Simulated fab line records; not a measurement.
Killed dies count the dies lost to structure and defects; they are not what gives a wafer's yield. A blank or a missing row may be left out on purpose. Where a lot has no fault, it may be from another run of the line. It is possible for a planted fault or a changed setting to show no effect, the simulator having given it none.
fab line records | flow nand-harc
[record] lots = 15 wafers = 45 last-day = 34
route steps=1302 shown P_M0@266 P_M1@292
lots that met no fault: taken from a fault-free run of the same line
start-h: start of the lot's first displayed wafer, in hours after the record's first day | wait-h: hours from the lot's prior step to this one | " identical to the entry in the row above | L1.1+2: a row that stands for several wafers | - no value present, or no start provided | * or withheld: withheld | < > ~ a bound
route shown NAME@n: names a module that has steps shown in the file, with the first one's number in the route | usual: mean/standard deviation taken from wafers without a fault | same: alike in all rows | chamber/n: place in a boat | sites: per-site readings | _std_site: the standard deviation of these | _edge_site: outer sites' mean less inner sites' | radius-mm: how far each site lies from the wafer's centre | mask NAME#n: copy n | behind: the last tool/chamber to shape the wafer | hold: why the lot went on hold/how many hours it stayed there/how the hold came to an end | device: transistor that didn't switch, given as n, p or np | end of line: the tests these same wafers got at the end of their route | step lacking rows: just its recipe | killed: at the first sort, the dies lost to defects and structure; wafer yield is something else | map: dies across one wafer; x = killed, . = not, _ = none there
set.NAME: setting as actually run; set.NAME@STEP: the setting as run at that earlier step | model.NAME: the simulator's own value behind a step, which no gauge read
steps of the route over a sample of lots; a table a step, a row a wafer
services: from which hour (start-h, from the record's first day; less than 0 if before it) a tool's chamber was out of use, for how many hours, and why
[[steps]]
[step NHARC_P_M0_DESCUM_14]
[recipe] time-s = 3 o2-flow-sccm = 200 ar-flow-sccm = 0 bias-power-w = 0 chemistry = O2
[usual] drypump-motor-current-A = 5.8/0.46 oes-product-au = 1.003/0.01 rf-vpp-V = 57.7/0.91 showerhead-plenum-p-Torr = 1.89/0.09 throttle-valve-pct = 11.311/0.0094
[same] time-s = 3
// columns lot.wafer tool chamber start-h wait-h drypump-motor-current-A oes-product-au rf-hours-counter-h rf-vpp-V showerhead-plenum-p-Torr throttle-valve-pct
L753.1 rie-diel-02 1 127.44 0.1 5.0 0.987 24 59.4 1.94 11.318
L753.3 " 2 " " 5.5 0.985 27 57.3 1.96 11.313
L753.4 " 0 " " 6.6 0.994 19 58.7 2.01 11.315
L754.4 rie-diel-08 1 137.97 0.1 5.9 1.009 18 55.5 1.89 11.298
L754.1 " 2 " " 5.3 0.996 17 58.2 1.93 11.306
L754.6 " 0 " " 6.4 1.024 - 57.2 1.77 11.307
L755.3 rie-diel-02 2 155.90 0.1 5.5 0.991 37 58.3 1.95 11.302
L755.5 " 3 " " 5.6 1.005 - 58.7 2.00 11.303
L755.6 " 0 " " 6.7 0.992 - 58.7 2.00 11.317
L758.2 rie-diel-08 1 182.57 0.1 5.9 0.997 25 57.9 1.89 11.321
L758.4 " 2 " " 5.3 0.999 23 58.0 1.93 11.303
L758.6 " 3 " " 5.8 1.007 - 58.1 1.82 11.330
L759.4 rie-diel-04 3 192.95 0.1 6.1 0.996 0 57.4 2.05 11.312
L759.3 " 0 " " 5.3 1.013 0 58.1 1.90 11.312
L759.5 " 2 " " 6.3 1.007 - 56.4 1.77 11.315
L760.3 rie-diel-02 3 205.47 0.1 5.5 1.002 60 59.2 2.00 11.308
L760.6 " 2 " " 5.5 0.998 - 59.0 1.95 11.320
L760.5 " 3 " " 5.6 1.008 - 57.4 2.00 11.312
L761.2 rie-diel-04 3 211.10 0.1 6.0 1.002 2 59.1 2.05 11.301
L761.3 " 1 " " 6.0 1.001 3 58.6 1.79 11.318
L761.1 " 2 " " 6.3 1.009 3 58.5 1.77 11.317
L766.4 rie-diel-02 3 268.01 0.1 5.5 0.995 8 57.8 1.99 11.302
L766.3 " 1 " " 5.0 1.013 12 57.0 1.93 11.329
L766.6 " 3 " " 5.5 1.009 - 57.9 1.99 11.308
L767.4 rie-diel-02 2 268.56 0.1 5.5 0.997 11 57.5 1.94 11.327
L767.3 " 3 " " 5.6 1.005 8 58.1 1.99 11.313
L767.5 " 2 " " 5.5 0.987 - 57.6 1.94 11.314
L768.3 rie-diel-02 2 287.56 0.1 5.5 0.996 23 57.7 1.94 11.295
L768.2 " 1 " " 5.1 1.010 24 56.9 1.92 11.291
L768.6 " 2 " " 5.5 0.983 - 58.1 1.94 11.310
L771.3 rie-diel-08 0 313.11 0.1 6.4 1.023 24 56.3 1.76 11.308
L771.4 " 1 " " 5.9 1.026 22 57.1 1.88 11.313
L771.2 " 2 " " 5.3 1.010 25 57.5 1.92 11.306
L772.4 rie-diel-08 3 329.61 0.5 5.8 1.011 - 57.4 1.81 11.308
L772.5 " 0 " " 6.4 1.021 - 57.4 1.76 11.319
L772.6 " 1 " " 5.9 1.014 - 56.8 1.88 11.312
L773.2 rie-diel-02 1 342.28 0.1 5.1 0.997 43 56.5 1.92 11.307
L773.4 " 2 " " 5.5 0.989 40 57.0 1.93 11.306
L773.5 " 2 " " 5.5 0.989 - 57.5 1.93 11.294
L774.4 rie-diel-04 3 345.02 0.1 6.1 0.998 51 57.5 2.04 11.322
L774.1 " 1 " " 6.0 0.980 61 57.0 1.78 11.311
L774.5 " 3 " " 6.1 1.002 - 59.0 2.04 11.323
L775.3 rie-diel-04 0 352.15 0.1 5.3 1.002 54 57.6 1.88 11.312
L775.1 " 1 " " 6.0 0.981 64 57.0 1.78 11.298
L775.5 " 3 " " 6.1 0.998 - 56.5 2.04 11.327
[step NHARC_P_M0_ETCH_34]
[recipe] target-depth-a = 400 overetch-a = 120 time-s = 43.94 ion-energy-ev = 200 n2-flow-sccm = 150 h2-flow-sccm = 150 ar-flow-sccm = 0 rf-w = 400 bias-w = 150 chemistry = N2/H2
[usual] drypump-motor-current-A = 5.8/0.46 oes-product-au = 1.004/0.0096 rf-vpp-V = 429.8/3 showerhead-plenum-p-Torr = 2.02/0.097 throttle-valve-pct = 14.171/0.0091
[same] time-s = 43.94
// columns lot.wafer tool chamber start-h wait-h drypump-motor-current-A oes-product-au rf-hours-counter-h rf-vpp-V showerhead-plenum-p-Torr throttle-valve-pct
L753.3 rie-diel-02 3 127.53 0.1 5.6 0.997 27 431.7 2.14 14.139
L753.4 " 0 " " 6.7 0.993 19 433.7 2.14 14.180
L753.1 " 1 " " 5.0 0.991 24 431.5 2.07 14.160
L754.4 rie-diel-08 0 138.04 0.1 6.4 1.016 17 427.2 1.88 14.173
L754.1 " 2 " " 5.3 0.997 17 431.2 2.06 14.168
L754.6 " 1 " " 5.9 1.003 - 430.3 2.02 14.179
L755.3 rie-diel-02 2 156.03 0.1 5.5 0.991 37 431.5 2.08 14.178
L755.6 " 3 " " 5.6 1.013 - 434.2 2.14 14.178
L755.5 " 0 " " 6.7 0.993 - 434.2 2.14 14.177
L758.4 rie-diel-08 0 182.64 0.1 6.4 1.008 21 426.4 1.88 14.179
L758.2 " 3 " " 5.8 0.995 21 427.3 1.93 14.173
L758.6 " 0 " " 6.4 1.012 - 425.5 1.88 14.168
L759.3 rie-diel-04 2 193.02 0.1 6.3 1.004 0 425.9 1.89 14.166
L759.4 " 3 " " 6.0 1.002 0 433.6 2.19 14.175
L759.5 " 1 " " 6.0 0.999 - 426.7 1.91 14.162
L760.3 rie-diel-02 2 205.56 0.1 5.5 0.987 57 431.7 2.07 14.172
L760.6 " 3 " " 5.6 1.020 - 434.7 2.13 14.153
L760.5 " 0 " " 6.7 0.995 - 434.0 2.13 14.149
L761.1 rie-diel-04 0 211.18 0.1 5.3 1.009 2 430.5 2.02 14.179
L761.2 " 1 " " 6.0 0.989 3 425.3 1.91 14.190
L761.3 " 3 " " 6.0 1.015 2 434.7 2.19 14.164
L766.4 rie-diel-02 3 268.10 0.1 5.6 1.012 8 432.6 2.13 14.162
L766.3 " 0 " " 6.7 1.002 11 433.8 2.12 14.184
L766.6 " 2 " " 5.5 0.990 - 430.8 2.07 14.173
L767.3 rie-diel-02 2 268.64 0.1 5.5 0.997 11 431.5 2.07 14.167
L767.4 " 3 " " 5.6 1.005 8 432.9 2.13 14.169
L767.5 " 2 " " 5.5 0.993 - 430.1 2.07 14.175
L768.3 rie-diel-02 2 287.65 0.1 5.5 0.993 23 430.7 2.06 14.157
L768.2 " 3 " " 5.6 1.001 18 432.7 2.12 14.164
L768.6 " 1 " " 5.1 1.006 - 431.7 2.05 14.182
L771.2 rie-diel-08 0 313.19 0.1 6.4 1.016 24 425.9 1.87 14.163
L771.4 " 1 " " 5.9 1.018 22 430.4 2.01 14.163
L771.3 " 2 " " 5.3 0.995 25 430.2 2.04 14.179
L772.6 rie-diel-08 0 329.70 0.1 6.4 1.017 - 425.2 1.87 14.173
L772.5 " 1 " " 5.9 1.018 - 431.1 2.01 14.163
L772.4 " 3 " " 5.8 1.017 - 427.9 1.92 14.185
L773.2 rie-diel-02 2 342.38 0.1 5.5 0.989 40 431.9 2.06 14.183
L773.4 " 0 " " 6.7 1.003 41 432.6 2.11 14.177
L773.5 " 2 " " 5.5 0.991 - 431.1 2.06 14.172
L774.4 rie-diel-04 3 345.15 0.1 6.1 1.001 51 434.3 2.17 14.177
L774.1 " 0 " " 5.3 1.002 50 430.9 2.00 14.153
L774.5 " 3 " " 6.1 1.005 - 434.7 2.17 14.197
L775.1 rie-diel-04 0 352.23 0.1 5.3 1.003 54 429.1 2.00 14.167
L775.3 " 1 " " 6.0 0.984 64 426.5 1.89 14.168
L775.5 " 2 " " 6.3 1.017 - 424.9 1.87 14.175
[step NHARC_P_M1_EXPOSE_06]
[recipe] na = 1.35 target-cd-nm = 130 dose-mj = 81.88 mask-id = P_M1
[usual] exposure-dose-mJ-cm2 = 81.88/0.076 focus-offset-nm = 0.0/0.53 reticle-temp-C = 23.01/0.13
// columns lot.wafer tool chamber start-h wait-h mask exposure-dose-mJ-cm2 focus-offset-nm reticle-temp-C
L753.1 arfi-scanner-02 0 131.05 - P_M1#0 81.83 -1.8 22.85
L753.3 " 0 " " P_M1#0 81.95 -0.8 22.86
L753.4 " 0 " " P_M1#0 81.82 -0.7 22.85
L754.1 arfi-scanner-01 0 141.65 - P_M1#0 81.77 -0.4 23.10
L754.4 " 0 " " P_M1#0 81.75 0.9 23.01
L754.6 " 0 " " P_M1#0 81.79 0.2 22.84
L755.3 arfi-scanner-02 0 159.72 - P_M1#0 81.98 0.4 22.96
L755.5 " 0 " " P_M1#0 81.98 0.9 23.00
L755.6 " 0 " " P_M1#0 82.00 0.8 23.03
L758.2 arfi-scanner-03 0 186.15 - P_M1#0 81.99 -1.0 22.95
L758.4 " 0 " " P_M1#0 81.88 -0.5 23.04
L758.6 " 0 " " P_M1#0 81.91 -0.6 23.05
L759.3 arfi-scanner-01 0 196.64 - P_M1#0 81.89 0.6 22.94
L759.4 " 0 " " P_M1#0 81.90 1.2 22.98
L759.5 " 0 " " P_M1#0 81.93 0.7 22.86
L760.3 arfi-scanner-03 0 209.19 - P_M1#0 81.89 0.4 22.88
L760.5 " 0 " " P_M1#0 81.86 0.2 23.06
L760.6 " 0 " " P_M1#0 81.97 0.1 22.92
L761.1 arfi-scanner-03 0 214.83 - P_M1#0 81.84 0.4 23.00
L761.2 " 0 " " P_M1#0 81.93 -0.3 23.08
L761.3 " 0 " " P_M1#0 81.87 -0.5 22.95
L766.3 arfi-scanner-03 - 271.76 - P_M1#0 - - -
L766.4 " - " " P_M1#0 - - -
L766.6 " - " " P_M1#0 - - -
L767.3 arfi-scanner-02 - 272.29 - P_M1#0 - - -
L767.4 " - " " P_M1#0 - - -
L767.5 " - " " P_M1#0 - - -
L768.2 arfi-scanner-01 - 291.42 - P_M1#0 - - -
L768.3 " - " " P_M1#0 - - -
L768.6 " - " " P_M1#0 - - -
L771.2 arfi-scanner-03 0 316.84 - P_M1#0 81.89 -0.4 22.80
L771.3 " 0 " " P_M1#0 81.98 0.6 22.95
L771.4 " 0 " " P_M1#0 81.97 -0.9 22.90
L772.4 arfi-scanner-01 0 334.24 - P_M1#0 81.95 -0.3 22.90
L772.5 " 0 " " P_M1#0 81.96 -0.1 22.98
L772.6 " 0 " " P_M1#0 81.88 -0.8 23.08
L773.2 arfi-scanner-02 0 346.07 - P_M1#0 81.79 0.3 22.97
L773.4 " 0 " " P_M1#0 81.73 0.4 22.90
L773.5 " 0 " " P_M1#0 81.76 0.5 22.90
L774.1 arfi-scanner-01 0 348.80 - P_M1#0 81.91 0.0 23.17
L774.4 " 0 " " P_M1#0 81.85 -0.4 23.24
L774.5 " 0 " " P_M1#0 81.79 -0.3 23.09
L775.1 arfi-scanner-02 0 355.90 - P_M1#0 81.81 -0.3 22.89
L775.3 " 0 " " P_M1#0 81.93 -0.5 23.02
L775.5 " 0 " " P_M1#0 81.92 -0.3 22.99
[step NHARC_P_M1_CD_MEAS_16]
[usual] cd-nm = 130.2/0.82
// columns lot.wafer tool chamber start-h wait-h cd-nm
L753.1 cd-sem-02 - 131.68 - 131.7
L753.3 " - " " 131.2
L753.4 " - " " 131.3
L754.1 cd-sem-03 - 142.28 - 130.2
L754.4 " - " " 130.2
L754.6 " - " " 129.8
L755.3 cd-sem-03 - 160.35 - 131.2
L755.5 " - " " 130.9
L755.6 " - " " 130.3
L758.2 cd-sem-02 - 186.78 - 129.5
L758.4 " - " " 131.4
L758.6 " - " " 131.1
L759.3 cd-sem-02 - 197.27 - 131.1
L759.4 " - " " 130.0
L759.5 " - " " 129.7
L760.3 cd-sem-01 - 209.82 - 129.7
L760.5 " - " " 130.8
L760.6 " - " " 129.5
L761.1 cd-sem-01 - 215.46 - 129.6
L761.2 " - " " 128.9
L761.3 " - " " 129.8
L766.3 cd-sem-01 - 272.39 - -
L766.4 " - " " -
L766.6 " - " " -
L767.3 cd-sem-01 - 272.92 - -
L767.4 " - " " -
L767.5 " - " " -
L768.2 cd-sem-03 - 292.05 - -
L768.3 " - " " -
L768.6 " - " " -
L771.2 cd-sem-03 - 317.47 - 129.7
L771.3 " - " " 129.9
L771.4 " - " " 129.5
L772.4 cd-sem-02 - 334.86 - 129.9
L772.5 " - " " 132.3
L772.6 " - " " 130.6
L773.2 cd-sem-02 - 346.69 - 129.7
L773.4 " - " " 129.9
L773.5 " - " " 129.7
L774.1 cd-sem-01 - 349.43 - 130.2
L774.4 " - " " 130.0
L774.5 " - " " 127.9
L775.1 cd-sem-03 - 356.58 - 129.9
L775.3 " - " " 129.8
L775.5 " - " " 129.8
[[services]]
// columns tool chamber start-h hours kind
rie-diel-04 3 106.91 5.3 repair
rie-diel-04 1 117.77 14.6 repair
rie-diel-08 0 148.78 14.3 repair
rie-diel-04 1 151.28 1.3 repair
rie-diel-04 2 152.10 7.8 repair
arfi-scanner-02 - 152.49 4.0 pm
arfi-scanner-01 - 167.23 9.9 repair
rie-diel-04 - 182.22 9.0 pm
rie-diel-08 - 191.47 9.0 pm
arfi-scanner-03 - 196.00 4.0 pm
rie-diel-02 3 207.57 13.6 repair
rie-diel-04 3 216.49 12.6 repair
rie-diel-02 - 220.32 9.0 pm
rie-diel-04 0 231.16 3.5 repair
rie-diel-04 2 231.23 4.8 repair
rie-diel-02 3 243.77 8.5 repair
rie-diel-02 - 246.23 1.0 repair
arfi-scanner-01 - 252.00 4.0 pm
arfi-scanner-02 - 265.44 4.4 repair
rie-diel-04 1 299.48 4.0 repair
rie-diel-04 0 300.39 6.9 repair
rie-diel-08 2 326.87 16.3 repair
rie-diel-02 2 352.48 2.9 repair
rie-diel-04 0 354.57 4.2 repair
[[key]]
[first-sign] step = NHARC_P_M1_EXPOSE_06 reading = tool-record direction = missing
effect none on later readings
met-at NHARC_P_M1_EXPOSE_06
struck-lots L766,L767,L768
later-rows-left-out L766.3,L766.4,L766.6,L767.3,L767.4,L767.5,L768.2,L768.3,L768.6
sort-left-out L766.3,L766.4,L766.6,L767.3,L767.4,L767.5,L768.2,L768.3,L768.6
not-acting-at NHARC_P_M0_DESCUM_14,NHARC_P_M0_ETCH_34,NHARC_P_M1_CD_MEAS_16
onset-between 214.83 271.76
[fault] kind = skipped-step-whole tool = arfi-scanner-01,arfi-scanner-02,arfi-scanner-03 chamber = - onset-h = 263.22 steps = NHARC_P_M1_EXPOSE_06 scope = struck-lots-only
// sort-left-out: the simulated sort isn't trusted on such a fault, so these wafers' sort isn't shown, and their yield isn't known
// later-rows-left-out: the simulator's readings of these wafers behind a module that went badly wrong aren't trusted and aren't shown, but for the sort
